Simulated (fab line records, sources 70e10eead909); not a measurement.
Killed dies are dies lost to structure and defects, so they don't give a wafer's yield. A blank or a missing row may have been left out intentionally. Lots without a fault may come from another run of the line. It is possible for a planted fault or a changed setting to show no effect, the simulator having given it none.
Comparing a struck lot with a sound one | flow nand-harc | 18 steps out of a route of 1302
Sound: wafers L718.1, L718.3, L718.5. Struck: wafer L733.1 (left out: L733.2, L733.5 of the same lot, which were not struck); the cause appears at the end.
Order at every step that has rows: each side's tool, ch and its chambers, its first start. Under that, the readings that differ: sound wafers | struck wafers | difference of the means | sigmas: that difference in standard deviations of wafers without a fault.
alike: words and numbers the same on both sides, and readings whose means are apart by under 2 such deviations; not compared: readings that were withheld, readings missing a value for some wafer, numbers with overlapping values and no deviation given by the record, and bounds like >300 which may hide the same value.
The two part at a step that has a row with sigmas, a row that says differs or no value, or rows on one side only. Numbers that have no deviation but don't overlap get no sigmas and don't part them. A reading missing from all wafers of one side parts the sides only when that side holds two or more wafers.

NHARC_P_M2_INSPECT_11:
  struck on defect-inspect-01, day 13 21:02; sound on defect-inspect-01, day 7 15:54
  alike: raw-defect-count
NHARC_P_M2_DESCUM_14: chemistry O2, time 3 s.
  sound on rie-diel-07 ch 0,1,3, day 7 15:58; struck on rie-diel-12 ch 0, day 13 21:06
  reading                | sound                | struck | difference | sigmas
  rf-vpp-V (V)           | 56.7 56.0 57.4       | 58.5   | +1.8       | +2
  throttle-valve-pct (%) | 11.310 11.308 11.300 | 11.328 | +0.022     | +2
  alike: drypump-motor-current-A, mfc-ar-sccm, oes-product-au, showerhead-plenum-p-Torr
  not compared: rf-hours-counter-h
then, 1 step without rows for these wafers: NHARC_P_M2_ETCH_35 (etches the open film in N2/H2, target depth 40 nm, overetch 12 nm, time 43.94 s).
NHARC_P_M2_ETCH_15: etches the open film in C4F8/Ar, target depth 182.5 nm, time 91.2 s.
  sound: rie-diel-07 ch 0,1,2; struck: rie-diel-12 ch 3
  alike: oes-product-au, rf-vpp-V
  not compared: rf-hours-counter-h
NHARC_P_M2_CD_MEAS_16:
  struck on cd-sem-02, day 13 21:24; sound on cd-sem-01, day 7 16:16
  alike: cd-nm
NHARC_P_M2_STRIP_18: strips in N2/H2.
  sound on rie-diel-07 ch 0,1,2, day 7 16:23; struck on rie-diel-07 ch 0, day 13 21:32
  alike: drypump-motor-current-A, mfc-ar-sccm, n2-flow-sccm, oes-product-au, rf-vpp-V, showerhead-plenum-p-Torr, throttle-valve-pct
  not compared: rf-hours-counter-h
then, 3 steps without rows for these wafers: NHARC_P_M2_ETCH_28 (etches the open film in CF4/N2, target depth 30 nm, time 72.99 s); NHARC_P_M2_STRIP_19 (strips in post etch residue remover, time 600 s); NHARC_P_M2_DEGAS_29 (time 60 s).
NHARC_P_M2_PRE_CLEAN_30: time 30 s.
  sound on pvd-sputter-02; struck on pvd-sputter-02
  alike: heater-power-w
then, 1 step without rows for these wafers: NHARC_P_M2_PVD_20 (deposits TaN, target thk 5 nm, time 8.06 s).
NHARC_P_M2_PVD_21: deposits Cu, target thk 30 nm, time 20.49 s.
  sound on pvd-sputter-02; struck on pvd-sputter-02
  alike: throttle-valve-pct
NHARC_P_M2_ECD_22: material Cu, target thk 400 nm.
  sound on ecd-cu-02 ch 0,1, day 7 17:20; struck on ecd-cu-02 ch 0,1, day 13 22:28
then, 1 step without rows for these wafers: NHARC_P_M2_ANNEAL_31 (time 90 s).
NHARC_P_M2_CMP_23: polishes, t overpolish 20 s, target thk 144.3 nm.
  sound on cmp-02 ch 0,1, day 7 18:04; struck on cmp-03 ch 1, day 13 23:16
  reading                | sound          | struck | difference | sigmas
  time-to-endpoint-s (s) | 25.2 28.2 26.1 | 10.3   | -16.2      | -7
  alike: motor-current-A
NHARC_P_M2_THK_MEAS_24: measures by xrf.
  struck on film-metro-01, day 13 23:31; sound on film-metro-01, day 7 18:22
  reading     | sound             | struck | difference | sigmas
  thk-nm (nm) | 144.3 143.7 146.0 | 119.4  | -25.3      | -19
then, 1 step without rows for these wafers: NHARC_P_M2_SRD_25.
-- the record jumps here: 17 days lie between the struck wafers' starts before and after (it left off in module P_M2 and takes up again in module END, whose first step shown is number 1302 of the route) --
NHARC_END_SORT_01:
  the record has rows for the struck wafers here (prober-01 ch 0, day 31 08:22) and none for the sound ones

WHERE THEY PART
First at NHARC_P_M2_DESCUM_14; last, within this record, at NHARC_END_SORT_01.

WHY: what the simulator had put in
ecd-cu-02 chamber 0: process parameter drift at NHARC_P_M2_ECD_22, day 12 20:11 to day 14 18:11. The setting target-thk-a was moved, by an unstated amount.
